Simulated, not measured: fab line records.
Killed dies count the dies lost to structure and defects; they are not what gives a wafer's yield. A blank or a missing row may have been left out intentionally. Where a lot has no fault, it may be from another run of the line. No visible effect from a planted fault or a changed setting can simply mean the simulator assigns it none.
Split-lot trial :: flow n5_finfet :: 21 wafers read across 7 lots, on a route 1938 steps long

== THE SPLIT ITSELF ==
At N5_BEOL_M7_TRENCH_ETCH_37 (etches SiCOH lowk in C4F6/O2, target depth 93.478 nm, time 31.2 s), the setting source_w was moved away from the recipe's 345 W on 9 of the 21 wafers read, by -17.3% to +16.6%. For the rest of the wafers, this setting stayed at what the recipe calls for.

== FROM THE SPLIT TO THE READING: what the file shows between them, 10 steps ==
- N5_BEOL_M7_ETCH_41: etches SiCN in CH3F/O2, target depth 31.9 nm, time 57.8 s (also split here: source_w)
- N5_BEOL_M7_STRIP_80: strips in N2/H2, time 10 s
- N5_BEOL_M7_OCD_MEAS_38
- N5_BEOL_M7_HM_STRIP_39: strips TiN in peroxide tin strip, target depth 25 nm, time 158 s
- N5_BEOL_M7_SRD_40: time 30 s
- N5_BEOL_M7_ECD_50: material Cu, target thk 300 nm
- N5_BEOL_M7_ANNEAL_51: time 90 s
- N5_BEOL_M7_CMP_52: polishes, stops on SiCOH lowk, t overpolish 6.9 s, target thk 80 nm
- N5_BEOL_M7_PRE_CLEAN_55: time 15 s
- N5_BEOL_M7_DEP_56: deposits SiCN from 3MS/NH3, target thk 10 nm, time 17.5 s

== THE READING ==
M7_RS in ohm/sq, measured at N5_BEOL_M7_RS_MEAS_57 by four-point-probe. Fault-free wafers of this fab line usually give 0.292 ohm/sq, standard deviation 0.0077 ohm/sq.

wafer: L076.4
tool, chamber at the split: rie_diel-02, 3
source_w as run, W: 345
against the recipe: recipe
M7_RS, ohm/sq: 0.293
against lot-mates on the recipe: -

wafer: L076.5
tool, chamber at the split: rie_diel-02, 1
source_w as run, W: 345
against the recipe: recipe
M7_RS, ohm/sq: 0.292
against lot-mates on the recipe: -

wafer: L076.6
tool, chamber at the split: rie_diel-02, 0
source_w as run, W: 345
against the recipe: recipe
M7_RS, ohm/sq: 0.286
against lot-mates on the recipe: -

wafer: L079.2
tool, chamber at the split: rie_diel-01, 0
source_w as run, W: 392.1
against the recipe: +13.7%
M7_RS, ohm/sq: 0.269
against lot-mates on the recipe: -0.026

wafer: L079.3
tool, chamber at the split: rie_diel-01, 1
source_w as run, W: 392.1
against the recipe: +13.7%
M7_RS, ohm/sq: 0.280
against lot-mates on the recipe: -0.015

wafer: L079.4
tool, chamber at the split: rie_diel-01, 3
source_w as run, W: 345
against the recipe: recipe
M7_RS, ohm/sq: 0.295
against lot-mates on the recipe: -

wafer: L080.1
tool, chamber at the split: rie_diel-06, 3
source_w as run, W: 345
against the recipe: recipe
M7_RS, ohm/sq: 0.297
against lot-mates on the recipe: -

wafer: L080.3
tool, chamber at the split: rie_diel-06, 1
source_w as run, W: 287.9
against the recipe: -16.6%
M7_RS, ohm/sq: 0.320
against lot-mates on the recipe: +0.023

wafer: L080.6
tool, chamber at the split: rie_diel-06, 0
source_w as run, W: 287.9
against the recipe: -16.6%
M7_RS, ohm/sq: 0.321
against lot-mates on the recipe: +0.024

wafer: L084.1
tool, chamber at the split: rie_diel-06, 0
source_w as run, W: 345
against the recipe: recipe
M7_RS, ohm/sq: 0.289
against lot-mates on the recipe: -

wafer: L084.2
tool, chamber at the split: rie_diel-06, 1
source_w as run, W: 391.9
against the recipe: +13.6%
M7_RS, ohm/sq: 0.274
against lot-mates on the recipe: -0.015

wafer: L084.4
tool, chamber at the split: rie_diel-06, 1
source_w as run, W: 391.9
against the recipe: +13.6%
M7_RS, ohm/sq: 0.262
against lot-mates on the recipe: -0.027

wafer: L087.2
tool, chamber at the split: rie_diel-06, 1
source_w as run, W: 345
against the recipe: recipe
M7_RS, ohm/sq: 0.296
against lot-mates on the recipe: -

wafer: L087.3
tool, chamber at the split: rie_diel-06, 2
source_w as run, W: 345
against the recipe: recipe
M7_RS, ohm/sq: 0.300
against lot-mates on the recipe: -

wafer: L087.4
tool, chamber at the split: rie_diel-06, 0
source_w as run, W: 345
against the recipe: recipe
M7_RS, ohm/sq: 0.290
against lot-mates on the recipe: -

wafer: L088.3
tool, chamber at the split: rie_diel-01, 0
source_w as run, W: 285.4
against the recipe: -17.3%
M7_RS, ohm/sq: 0.309
against lot-mates on the recipe: +0.022

wafer: L088.4
tool, chamber at the split: rie_diel-01, 3
source_w as run, W: 345
against the recipe: recipe
M7_RS, ohm/sq: 0.283
against lot-mates on the recipe: -

wafer: L088.5
tool, chamber at the split: rie_diel-01, 2
source_w as run, W: 345
against the recipe: recipe
M7_RS, ohm/sq: 0.292
against lot-mates on the recipe: -

wafer: L092.1
tool, chamber at the split: rie_diel-02, 2
source_w as run, W: 402.2
against the recipe: +16.6%
M7_RS, ohm/sq: 0.258
against lot-mates on the recipe: -0.026

wafer: L092.2
tool, chamber at the split: rie_diel-02, 0
source_w as run, W: 345
against the recipe: recipe
M7_RS, ohm/sq: 0.284
against lot-mates on the recipe: -

wafer: L092.3
tool, chamber at the split: rie_diel-02, 3
source_w as run, W: 402.2
against the recipe: +16.6%
M7_RS, ohm/sq: 0.268
against lot-mates on the recipe: -0.016

FIT RESULTS
A straight line over all 21 wafers: M7_RS changes by -0.00154 ohm/sq for each +1% of source_w; r = -0.94; the points scatter about the line by 0.0059 ohm/sq.
The same after taking each lot's own level away (the mean of its wafers on the recipe; 21 wafers): -0.00139 ohm/sq for each +1%; r = -0.96; scatter 0.0042 ohm/sq.
Per that fit: largest source_w move, reading shift of 0.024 ohm/sq.
The span of the lots' own levels, 0.2840 to 0.2970 ohm/sq, comes to 1.7 times the standard deviation stated above.
Thus the slope moves with the lot-to-lot level: the two fits are different.
Check: for one of the wafers moved furthest among these (-17.3%), held out of the fit, the line's prediction against its lot-mates is +0.0244 ohm/sq. It came out at +0.0215 ohm/sq against them.
Tool readings at the split's step, against how far the setting was moved: rf_vpp_V r = -0.96.

== ADDITIONAL SPLITS CARRIED BY THESE WAFERS ==
Note: prior to the reading, these wafers also went through further splits. Each is held against what the fit with the lots' levels taken away leaves over:
other split on the same wafers: N5_BEOL_M4_HM_STRIP_39 time_s
wafers away from the commonest value: 12
r with M7_RS (lot level and that fit taken away): -0.10

other split on the same wafers: N5_BEOL_M5_HM_DEP_02 target_thk_a
wafers away from the commonest value: 9
r with M7_RS (lot level and that fit taken away): +0.21

other split on the same wafers: N5_BEOL_M5_COAT_59 temp_c
wafers away from the commonest value: 7
r with M7_RS (lot level and that fit taken away): +0.12

other split on the same wafers: N5_BEOL_M6_ILD_DEP_00 time_s
wafers away from the commonest value: 11
r with M7_RS (lot level and that fit taken away): +0.08

other split on the same wafers: N5_BEOL_M6_HM_DEP_02 target_thk_a
wafers away from the commonest value: 4
r with M7_RS (lot level and that fit taken away): -0.47

other split on the same wafers: N5_BEOL_M7_ETCH_41 source_w
wafers away from the commonest value: 0
r with M7_RS (lot level and that fit taken away): -

== THE WHOLE CHAIN: every reading that the file lists as answering this split, in the file's order ==
step: N5_BEOL_M7_TRENCH_ETCH_37
what it does: etches SiCOH lowk in C4F6/O2, target depth 93.478 nm, time 31.2 s
reading: rf_vpp_V
change (the file's fit): -3.52 V for each +1% of the setting
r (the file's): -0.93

step: N5_BEOL_M7_TRENCH_ETCH_37
what it does: etches SiCOH lowk in C4F6/O2, target depth 93.478 nm, time 31.2 s
reading: BEOL_M7.feature_depth_nm (the simulator's own value, which no gauge read)
change (the file's fit): +0.318 nm for each +1% of the setting
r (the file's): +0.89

step: N5_BEOL_M7_TRENCH_ETCH_37
what it does: etches SiCOH lowk in C4F6/O2, target depth 93.478 nm, time 31.2 s
reading: etch.depth_nm (the simulator's own value, which no gauge read)
change (the file's fit): +0.32 nm for each +1% of the setting
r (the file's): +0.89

step: N5_BEOL_M7_OCD_MEAS_38
what it does: 
reading: trench_depth_nm
change (the file's fit): +0.336 nm for each +1% of the setting
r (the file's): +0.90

step: N5_BEOL_M7_CMP_52
what it does: polishes, stops on SiCOH lowk, t overpolish 6.9 s, target thk 80 nm
reading: Cu_of_BEOL_M7_ECD_50.thk_nm (the simulator's own value, which no gauge read)
change (the file's fit): +0.325 nm for each +1% of the setting
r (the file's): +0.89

step: N5_BEOL_M7_RS_MEAS_57
what it does: measures by four-point-probe
reading: M7_RS
change (the file's fit): -0.00138 for each +1% of the setting
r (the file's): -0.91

== FILE'S OWN FIT ==
M7_RS changes by -0.00138 ohm/sq for each +1% of source_w, r = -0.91.
